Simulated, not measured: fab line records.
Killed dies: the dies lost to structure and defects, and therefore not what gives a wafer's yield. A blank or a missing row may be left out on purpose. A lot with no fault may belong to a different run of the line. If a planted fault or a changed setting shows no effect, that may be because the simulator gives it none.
Which tool did it? -- flow nand harc -- Sampling: 13 lots, 39 wafers, 5 of 1302 route steps

WHAT EACH GAUGE READ, for each wafer
NHARC_A_SOURCE_PLATE_THK_MEAS_09: measures by ellipsometry.
lot,measured,on,thk nm (nm)
L842,day 8 07:24,film metro-02,9.6 10.4 10.0
L843,day 8 12:34,film metro-01,8.8 8.8 9.6
L845,day 9 03:29,film metro-02,9.6 12.3 10.1
L846,day 9 15:52,film metro-02,10.9 10.9 10.3
L855,day 13 23:33,film metro-02,10.4 9.0 11.2
L856,day 13 23:33,film metro-01,9.8 10.5 8.3
L857,day 14 08:55,film metro-02,9.4 9.6 9.0
L859,day 14 18:43,film metro-01,8.5 9.6 9.6
L858,day 14 22:27,film metro-02,9.7 8.4 8.8
L860,day 15 08:36,film metro-01,9.1 9.1 10.7
L861,day 16 00:45,film metro-02,10.6 8.3 9.3
L862,day 16 06:05,film metro-01,8.6 9.3 12.2
L863,day 16 16:54,film metro-01,11.5 10.1 9.6

NHARC_A_ONON_D1_THK_MEAS_05: measures by ellipsometry.
lot,measured,on,thk nm (nm)
L842,day 9 00:39,film metro-01,1009 1011 1009
L843,day 9 00:31,film metro-01,1006 1004 1003
L845,day 9 19:17,film metro-02,1014 1016 1015
L846,day 10 05:47,film metro-01,1001 1002 1000
L855,day 14 13:43,film metro-01,1011 1011 1013
L856,day 14 13:43,film metro-02,1000 999 998
L857,day 15 03:16,film metro-02,1009 1008 1009
L859,day 15 08:29,film metro-02,999 1001 999
L858,day 15 13:07,film metro-02,992 992 992
L860,day 15 22:16,film metro-02,1011 1014 1011
L861,day 16 14:32,film metro-01,997 996 997
L862,day 16 21:43,film metro-01,1002 1002 1002
L863,day 17 06:38,film metro-01,988 988 989

NHARC_END_SORT_01.
lot,measured,on,killed at array,killed at other,killed at periphery,killed dies,killed open,killed short
L855,day 30 21:44,prober-01,673 672 671,1 2 0,3 3 6,677 677 677,4 3 7,2 1 2
L856,day 31 06:34,prober-01,675 674 675,1 0 1,1 3 1,677 677 677,3 4 0,4 0 0
L857,day 32 19:04,prober-01,671 675 674,0 0 0,6 2 3,677 677 677,3 4 4,4 1 2

WHICH TOOL RAN EACH LOT (tool, then ch and the chambers of the sampled wafers, then the start)
lot,NHARC_A_ZERO_WELL_DESCUM_12,NHARC_A_ONON_D1_DEP_09
L842,"rie diel-11 ch 1,2,3, day 7 23:18","pecvd onon-03 ch 0, day 9 01:20"
L843,"rie diel-08 ch 2,3, day 8 03:57","pecvd onon-04 ch 0, day 9 01:08"
L845,"rie diel-08 ch 0,2,3, day 8 18:55","pecvd onon-02 ch 0, day 9 19:54"
L846,"rie diel-11 ch 1,2,3, day 9 07:17","pecvd onon-03 ch 0, day 10 06:35"
L855,"rie diel-08 ch 0,1,3, day 13 14:53","pecvd onon-04, day 14 14:23"
L856,"rie diel-08 ch 0,2,3, day 13 16:12","pecvd onon-02, day 14 14:20"
L857,"rie diel-08 ch 1,2, day 13 22:33","pecvd onon-02, day 15 04:00"
L859,"rie diel-11 ch 0,1,3, day 14 10:36","pecvd onon-02 ch 0, day 15 09:07"
L858,"rie diel-08 ch 1,3, day 14 13:21","pecvd onon-02 ch 0, day 15 13:49"
L860,"rie diel-08 ch 0,3, day 15 00:10","pecvd onon-03 ch 0, day 15 23:00"
L861,"rie diel-08 ch 0,2,3, day 15 15:59","pecvd onon-03 ch 0, day 16 15:20"
L862,"rie diel-08 ch 2,3, day 15 20:55","pecvd onon-02 ch 0, day 16 22:28"
L863,"rie diel-08 ch 1,2,3, day 16 07:11","pecvd onon-03 ch 0, day 17 07:16"
- NHARC_A_ZERO_WELL_DESCUM_12: chemistry O2, time 3 s.
- NHARC_A_ONON_D1_DEP_09: target thk 1000 nm.

AS READ BY THE TOOLS THEMSELVES (means over the sampled wafers that have a number; for cases with no such wafer, the mark the record gives instead)
NHARC_A_ZERO_WELL_DESCUM_12.
lot,tool,drypump motor current A (A),oes product au (a.u.),rf vpp V (V),showerhead plenum p Torr (Torr),throttle valve pct (%)
L842,rie diel-11,6.2,0.998,57.1,1.94,11.307
L843,rie diel-08,5.5,1.000,58.0,1.93,11.308
L845,rie diel-08,5.8,1.008,57.8,1.94,11.311
L846,rie diel-11,6.2,0.993,57.6,1.94,11.308
L855,rie diel-08,6.0,1.002,58.7,1.97,11.304
L856,rie diel-08,5.8,1.001,56.7,1.94,11.308
L857,rie diel-08,5.7,1.002,57.8,2.01,11.317
L859,rie diel-11,6.0,0.997,58.3,1.98,11.311
L858,rie diel-08,5.6,1.000,58.2,1.97,11.312
L860,rie diel-08,6.2,0.993,58.1,1.94,11.305
L861,rie diel-08,5.8,0.998,57.6,1.94,11.316
L862,rie diel-08,5.5,1.002,58.4,1.93,11.306
L863,rie diel-08,5.6,1.002,58.1,1.97,11.321

NHARC_A_ONON_D1_DEP_09.
lot,tool,n2 flow sccm (sccm),n2o flow sccm (sccm)
L842,pecvd onon-03,2751,2001
L843,pecvd onon-04,2750,2007
L845,pecvd onon-02,2762,2002
L846,pecvd onon-03,2750,2006
L855,pecvd onon-04,-,-
L856,pecvd onon-02,-,-
L857,pecvd onon-02,-,-
L859,pecvd onon-02,2765,2000
L858,pecvd onon-02,2743,2004
L860,pecvd onon-03,2746,1994
L861,pecvd onon-03,2753,2002
L862,pecvd onon-02,2745,1999
L863,pecvd onon-03,2742,2005

THE ANSWER, worked out from the rows above alone
Rule: what is usual is taken from the lots themselves. The widest of any qualifying gaps counts: lots, ordered by their means at a reading, are off when they make up no more than a third of the lots, leave a main group of 4 or more, and stand apart from it by 3 or more times the standard deviation of that group's means. The tables above print the reading to a certain number of digits; a main group whose means all agree to those digits is not used. Also off: a lot with no number at a reading for which 4 or more lots have one. The other lots that the step has rows for count as sound. After the gauges, taken in route order, come the tools' own readings; for these a lot's mean is taken, as printed above. The first step at which some lot is off is used, and at that step the reading that is off furthest; a lot without a number counts as furthest.
Off: L855, L856, L857 (NHARC_A_ONON_D1_DEP_09, n2 flow sccm). Without a number there: L855, L856, L857. Mean 2751 sccm and standard deviation 7.3 in the main group.
A tool fits if, at that step or a process step before it, it ran every lot that is off, and no sound lot after the first of them. None of those tried fits.

WHAT WAS PUT IN BY THE SIMULATOR
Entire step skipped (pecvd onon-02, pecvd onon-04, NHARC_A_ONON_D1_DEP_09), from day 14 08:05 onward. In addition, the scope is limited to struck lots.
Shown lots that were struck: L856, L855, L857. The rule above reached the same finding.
